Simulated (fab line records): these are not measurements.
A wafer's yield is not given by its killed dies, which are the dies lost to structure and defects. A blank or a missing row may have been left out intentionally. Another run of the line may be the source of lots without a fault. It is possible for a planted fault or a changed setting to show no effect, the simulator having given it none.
Matching of chambers	flow nand harc	pecvd-01 running NHARC_P_M2_DEP_33: 3 sister chambers
The step deposits SiCN, target thk 30 nm. 6 wafers are shown with their chamber, then 10 later ones without.

== WAFERS WITH THEIR CHAMBER ==
wafer	chamber	heater power outer w (W)	heater power w (W)
L084.2	0	394	687
L088.2	1	319	602
L088.3	2	489	760
L088.6	1	328	625
L087.1	0	407	726
L087.2	2	453	720

== WAFERS WHOSE CHAMBER IS MISSING ==
wafer	heater power outer w (W)	heater power w (W)
L087.4	387	699
L089.2	429	739
L089.3	391	675
L089.6	462	703
L091.1	355	644
L091.3	345	638
L091.6	352	620
L094.1	487	768
L094.4	379	670
L094.6	399	671

== WHICH CHAMBER EACH ONE RAN IN ==
wafer	from the rows above	in truth
L087.4	0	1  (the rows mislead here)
L089.2	can't be placed: 0 or 2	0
L089.3	0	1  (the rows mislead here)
L089.6	2	2
L091.1	can't be placed: 1 or 0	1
L091.3	1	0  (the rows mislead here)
L091.6	1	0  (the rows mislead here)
L094.1	2	2
L094.4	0	0
L094.6	0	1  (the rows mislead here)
Correctly placed: 3 of 10. Not placeable from these rows: 2 (in 2, the candidates include the true chamber). Wrongly placed: 5.
How it was worked out, from the rows above alone: a wafer's distance from a chamber is the root of the sum, over the readings, of the square of ((its reading less the chamber's mean) divided by the reading's scatter). If the next closest chamber is less than 2 further off than the closest, the wafer can't be placed; otherwise it belongs to the closest. A chamber's mean is the mean of its shown wafers. The scatter is the square root of a quotient: the sum, over the shown wafers, of each reading's squared deviation from its chamber's mean, divided by wafers minus chambers.
